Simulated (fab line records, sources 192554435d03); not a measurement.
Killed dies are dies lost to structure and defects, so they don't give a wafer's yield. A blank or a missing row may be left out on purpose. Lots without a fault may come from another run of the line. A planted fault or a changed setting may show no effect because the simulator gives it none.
Problem report in the 8D (eight disciplines) form, filled by code | flow n5_finfet | the parts of the form that need people (team, actions taken, sign-off) are left out

1. THE PROBLEM
bias_w at N5_BEOL_M5_ETCH_72 reads a mean of 181.7 W on 6 wafers of 2 lots; wafers without a fault read 149.9 W with a standard deviation of 0.48. That is +66 standard deviations from the usual mean.
The step: etches underlayer in N2/H2, target depth 6.5 nm, time 5.2 s.
First seen on wafer L998.2, day 12 06:14, on rie_diel-02. The record holds 30 wafers of 10 lots with a number at this step. Rule for "out", or "out of limits": more than 4 standard deviations from the usual mean. The other wafers with a number count as sound.

2. WHAT IT IS AND WHAT IT IS NOT
question                    | is                     | is not
which readings at this step | bias_w, rf_vpp_V       | drypump_motor_current_A, oes_product_au, showerhead_plenum_p_Torr, throttle_valve_pct
which lots                  | L101, L998             | L980, L982, L984, L986, L988, L990, L991, L995
which wafers of those lots  | all that have a number | -
read on which tools         | rie_diel-02            | rie_diel-05, rie_diel-06
when                        | from day 12 06:14      | up to then (24 sound wafers)

3. SUSPECTS, AND WHAT RULES EACH OUT
Counting: a tool at a process step up to the reading stays a suspect if it ran every lot that is out and no sound lot after the first of them.
- rie_diel-02 at N5_BEOL_M5_ETCH_72 (etches underlayer in N2/H2, target depth 6.5 nm, time 5.2 s): kept. It ran every lot that is out, first L998 (day 12 06:14), and no sound lot after that; its last sound lot up to then is L995 (day 11 15:16). Its own readings are out on those wafers: bias_w, rf_vpp_V.
Left after counting: rie_diel-02 at N5_BEOL_M5_ETCH_72.

4. THE CAUSE (what the simulator had put in)
Process parameter drift: rie_diel-02, from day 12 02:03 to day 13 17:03, at N5_BEOL_M5_ETCH_72. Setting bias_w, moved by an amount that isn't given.
Counting left only this tool.

5. THE CHAIN OF EFFECTS, in route order
Each row: a reading whose mean over the struck wafers that have a number lies more than 3 standard deviations from the usual. Only readings for which the record gives a usual standard deviation are gone through. hours: the time from each lot's start at the first step in this table that gives one to its start at this step, as a median over the lots. sigmas: the change in usual standard deviations.
hours | step               | reading  | usual   | on struck wafers | change | sigmas
0     | N5_BEOL_M5_ETCH_72 | bias_w   | 149.9 W | 181.7            | +31.8  | +66
0     | N5_BEOL_M5_ETCH_72 | rf_vpp_V | 524 V   | 590              | +66    | +22
The process steps in it:
- N5_BEOL_M5_ETCH_72: etches underlayer in N2/H2, target depth 6.5 nm, time 5.2 s.

6. WHAT WOULD HAVE CAUGHT IT SOONER
In this record the first reading out of limits was taken at day 12 06:14, 4 hours after the fault began at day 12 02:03.
